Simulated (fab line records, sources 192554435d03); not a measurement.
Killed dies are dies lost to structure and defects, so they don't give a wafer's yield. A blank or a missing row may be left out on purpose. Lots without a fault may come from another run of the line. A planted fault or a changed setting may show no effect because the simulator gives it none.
A struck lot beside a sound one | flow n5_finfet | 38 steps out of a route of 1938
Sound: wafers L468.2, L468.5, L468.6. Struck: wafer L465.4. (L465.1, L465.6 of the same lot were not struck and are left out.) The cause comes at the end.
At each step with rows: each side's tool, then ch and its chambers, then its first start. Under that, the readings that differ: sound wafers | struck wafers | difference of the means | sigmas: that difference in standard deviations of wafers without a fault.
alike: readings whose means differ by less than 2 such deviations, and words and numbers that are the same on both sides. not compared: withheld readings, readings that some wafer has no value for, bounds like >300 that may hide the same value, and numbers for which the record gives no deviation and whose values overlap.
The two part at a step that has a row with sigmas, a row that says differs or no value, or rows on one side only. Numbers that don't overlap but have no deviation are shown without sigmas and don't part them. A reading that every wafer of one side lacks parts them only if that side has two wafers or more.

first, 9 steps without rows for these wafers: N5_BEOL_M1_ANNEAL_95 (time 240 s); N5_BEOL_M1_SPUTTER_96 (material Cu, target thk 4.5 nm, time 8.29 s); N5_BEOL_M1_ECD_50 (material Cu, target thk 300 nm); N5_BEOL_M1_ANNEAL_51 (time 90 s); N5_BEOL_M1_CMP_52 (polishes, stops on SiOC, t overpolish 6.8 s, target thk 40 nm); N5_BEOL_M1_PRE_CLEAN_60 (time 15 s); N5_BEOL_M1_CO_CAP_55 (material Co, precursor CCTBA/H2, target thk 2 nm, time 102.1 s); N5_BEOL_M1_PRE_CLEAN_56 (time 15 s); N5_BEOL_M1_DEP_57 (deposits SiCN from 3MS/NH3, target thk 8 nm, time 14 s).
N5_BEOL_M2_ILD_DEP_00: deposits SiOC from DEMS/O2, target thk 79 nm, time 15.3 s.
  sound on pecvd-03 ch 1,2, day 9 01:25; struck on pecvd-04 ch 1, day 7 21:49
  reading                                      | sound        | struck | difference | sigmas
  model.SiOC_of_BEOL_M2_ILD_DEP_00.thk_nm (nm) | 76.6 80 77.8 | 53.8   | -24.3      |
  alike: heater_power_w, showerhead_plenum_p_Torr, throttle_valve_pct
  not compared: rf_fwd_power_W
N5_BEOL_M2_THK_MEAS_01:
  sound on film_metro-01, day 9 01:29; struck on film_metro-02, day 7 21:55
  reading         | sound          | struck | difference | sigmas
  M2_ILD_THK (nm) | 76.6 79.9 77.7 | 53.8   | -24.3      | -20
then, 24 steps without rows for these wafers: N5_BEOL_M2_PECVD_72 (deposits SiO2 from TEOS/O2, target thk 16 nm, time 18 s); N5_BEOL_M2_HM_DEP_02 (deposits TiN, target thk 20 nm); N5_BEOL_M2_COAT_61 (time 60 s, resist thk 60 nm); N5_BEOL_M2_COAT_62 (time 60 s, resist thk 12 nm); N5_BEOL_M2_COAT_73 (time 60 s, resist thk 5 nm); N5_BEOL_M2_COAT_05 (resist thk 30 nm); N5_BEOL_M2_EBR_07; N5_BEOL_M2_SOFTBAKE_06 (time 60 s); N5_BEOL_M2_EXPOSE_08 (exposes mask M2); N5_BEOL_M2_PEB_09 (peb time 60 s); N5_BEOL_M2_DEVELOP_10 (develop time 30 s); N5_BEOL_M2_DESCUM_16 (chemistry O2, time 7 s); N5_BEOL_M2_ETCH_74 (etches underlayer in N2/H2, target depth 6.5 nm, time 5.2 s); N5_BEOL_M2_ETCH_63 (etches SiARC in CF4, target depth 15.6 nm, time 26 s); N5_BEOL_M2_ETCH_64 (etches SOC in N2/H2, target depth 75 nm, overetch 22.5 nm, time 121.9 s); N5_BEOL_M2_STRIP_65 (strips in N2/H2); N5_BEOL_M2_STRIP_75 (strips in N2/H2); N5_BEOL_M2_STRIP_66 (strips in CF4); N5_BEOL_M2_HM_OPEN_17 (chemistry Cl2/BCl3, target TiN, target depth 20 nm, overetch 6 nm); N5_BEOL_M2_STRIP_19 (strips in O2); N5_BEOL_M2_COAT_67 (time 60 s, resist thk 60 nm); N5_BEOL_M2_COAT_68 (time 60 s, resist thk 12 nm); N5_BEOL_M2_COAT_76 (time 60 s, resist thk 5 nm); N5_BEOL_M2_COAT_22 (resist thk 30 nm).
N5_BEOL_M2_CMP_52: polishes, stops on SiOC, t overpolish 6.8 s, target thk 40 nm.
  sound on cmp-02 ch 1,2, day 9 10:14; struck on cmp-03 ch 0, day 8 10:04
  reading                                      | sound        | struck | difference | sigmas
  model.SiOC_of_BEOL_M2_ILD_DEP_00.thk_nm (nm) | 73.6 77 74.8 | 50.8   | -24.3      |
  alike: motor_current_A
  not compared: pad_life_wafers
N5_BEOL_M4_RC_MEAS_101:
  sound on prober-01 ch 0, day 10 03:36; struck on prober-01 ch 0, day 9 04:09
  alike: DIBL_N, DIBL_P, IOFF_N, IOFF_P, ION_N, ION_P, SS_N, SS_P, VT_N, VT_P
-- the record jumps here: 4 days lie between the struck wafers' starts before and after (it left off in module BEOL_M4 and takes up again in module PASSIVATION, whose first step shown is number 1936 of the route) --
N5_PASSIVATION_PROBE_49:
  sound on prober-01, day 14 04:00; struck on prober-02, day 13 07:44
  reading                  | sound          | struck | difference | sigmas
  defect_limited_yield (%) | 92.8 91.4 93.6 | 64.1   | -28.5      | -22
  killed_at_M0_to_M3       | 31 12 8        | 351    | +334       | +30
  killed_dies              | 85 102 75      | 424    | +337       | +22
  killed_on_rim            | 7 10 6         | 130    | +122       | +33
  sort_n_pass              | 1095 1078 1105 | 756    | -337       | -22
  sort_yield_pct (%)       | 92.8 91.4 93.6 | 64.1   | -28.5      | -22
  alike: killed_at_M4_up, killed_at_contacts, killed_at_front_end, killed_at_other, killed_open, killed_short, sort_bin_5_function, sort_bin_6_memory

WHERE THEY PART
First at N5_BEOL_M2_THK_MEAS_01; last, within this record, at N5_PASSIVATION_PROBE_49.

WHY: what the simulator had put in
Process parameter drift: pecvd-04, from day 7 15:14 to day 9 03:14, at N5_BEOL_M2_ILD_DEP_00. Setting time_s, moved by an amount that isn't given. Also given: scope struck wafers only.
